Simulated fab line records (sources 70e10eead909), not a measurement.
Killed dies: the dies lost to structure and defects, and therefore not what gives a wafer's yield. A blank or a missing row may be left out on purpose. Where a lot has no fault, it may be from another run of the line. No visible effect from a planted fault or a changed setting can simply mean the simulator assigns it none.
Matching of chambers ; flow nand harc ; 3 sister chambers for NHARC_A_CHANNEL_HOLE_D1_DEP_01 on pecvd-01
The step deposits SiON, target thk 140 nm. 5 wafers are shown with their chamber, then 7 later ones without.

## WAFERS, EACH WITH ITS CHAMBER
wafer;chamber;heater power w (W)
L085.5;1;914
L091.3;2;710
L091.5;0;904
L093.1;2;612
L093.5;0;907

## WAFERS WHOSE CHAMBER IS MISSING
wafer;heater power w (W)
L093.6;605
L094.2;692
L094.4;724
L094.6;724
L097.2;915
L097.3;925
L097.5;927

## WHICH CHAMBER EACH ONE RAN IN
wafer;from the rows above;in truth
L093.6;2;2
L094.2;2;2
L094.4;2;2
L094.6;2;2
L097.2;can't be placed: 1 or 0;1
L097.3;can't be placed: 1 or 0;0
L097.5;can't be placed: 1 or 0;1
Correct placement for 4 of the 7. Unplaceable from these rows: 3, with the true chamber sitting among the candidates in 3. Number placed wrongly: 0.
How it was worked out, from the rows above alone: a wafer's distance from a chamber is the root of the sum, over the readings, of the square of ((its reading less the chamber's mean) divided by the reading's scatter). If the next closest chamber is less than 2 further off than the closest, the wafer can't be placed; otherwise it belongs to the closest. A chamber's mean is the mean of its shown wafers. The scatter: the root of (the sum of the squares of (reading less its chamber's mean) over the shown wafers, divided by (wafers less chambers)).
